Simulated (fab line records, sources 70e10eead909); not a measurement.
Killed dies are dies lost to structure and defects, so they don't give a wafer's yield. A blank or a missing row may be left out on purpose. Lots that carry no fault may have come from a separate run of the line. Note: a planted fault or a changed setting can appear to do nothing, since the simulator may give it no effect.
2 desks looking at one fault    flow nand harc    every desk sees just its own numbers, and what lay behind them comes last

## TOOL OWNER'S DESK, rie si-04
The tool's own readings at NHARC_A_DECK1_JOINT_ETCHBACK_00 (etches the open film in HBr, target depth 30 nm, time 17.4 s): means of the sampled wafers that have a number, for each lot that ran on this tool. A lot is out of limits, marked OUT, if its mean lies more than 4 standard deviations from the usual mean; the brackets give that distance.
Columns: A = drypump motor current A at NHARC_A_DECK1_JOINT_ETCHBACK_00, usual 5.7 A; B = hbr flow sccm at NHARC_A_DECK1_JOINT_ETCHBACK_00, usual 149.9 sccm; C = oes product au at NHARC_A_DECK1_JOINT_ETCHBACK_00, usual 1.001 a.u.; D = run length s at NHARC_A_DECK1_JOINT_ETCHBACK_00, usual 38.8 s; E = throttle valve pct at NHARC_A_DECK1_JOINT_ETCHBACK_00, usual 23.266 %
lot   first seen here  A    B      C      D                E
L309  day 12 03:40     5.9  149.8  1.019  38.4             23.272
L310  day 13 02:18     5.8  150.0  0.997  38.3             23.263
L311  day 13 10:57     5.8  150.1  1.005  35.2 (-7.9) OUT  23.276
L313  day 14 05:01     5.7  150.3  0.991  35.1 (-8.0) OUT  23.280
L323  day 18 05:46     5.6  149.9  1.001  38.7             23.271
L325  day 19 04:43     5.4  150.1  0.997  38.9             23.259
This desk's verdict: out of limits on L311, L313, starting with L311 at day 13 10:57 (run length s at NHARC_A_DECK1_JOINT_ETCHBACK_00). L309, L310, L323, L325 stayed within limits.

## THE DEFECT DESK
Lot by lot, what the route's inspections counted, given as the mean of those sampled wafers with a number. A lot is out of limits, marked OUT, if its mean lies more than 4 standard deviations from the usual mean; the brackets give that distance.
Columns: A = raw defect count at NHARC_A_CHANNEL_HOLE_D1_INSPECT_40, usual 74; B = raw defect count at NHARC_A_CHANNEL_FILL_D1_INSPECT_13, usual 352
lot   first seen here  A    B
L307  day 9 04:09      101  430
L309  day 9 15:38      50   348
L310  day 10 12:36     108  317
L311  day 10 21:37     105  297
L313  day 11 17:37     92   365
L320  day 14 21:42     107  212
L323  day 15 15:35     45   232
L324  day 16 07:53     96   239
L325  day 16 14:16     56   191
L326  day 17 03:11     82   578
L327  day 18 08:30     48   286
L329  day 18 11:11     59   257
This desk's verdict: no lot among the 12 shows anything out of limits.

## TAKEN TOGETHER
An alarm could have come from the tool owner's desk at day 13 10:57, on L311, L313.
Nothing out of limits was seen by the defect desk.
The defect desk has L311, L313 on record, within its limits.
NHARC_A_DECK1_JOINT_ETCHBACK_00 was run on rie si-04 by each of the lots named.

## WHAT WAS PUT IN BY THE SIMULATOR
rie si-04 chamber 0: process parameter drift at NHARC_A_DECK1_JOINT_ETCHBACK_00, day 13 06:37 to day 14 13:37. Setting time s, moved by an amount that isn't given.
Struck lots among those shown: L311, L313.
Delay in hours, fault start to first out-of-limits reading, by desk: the tool owner's desk at 4.
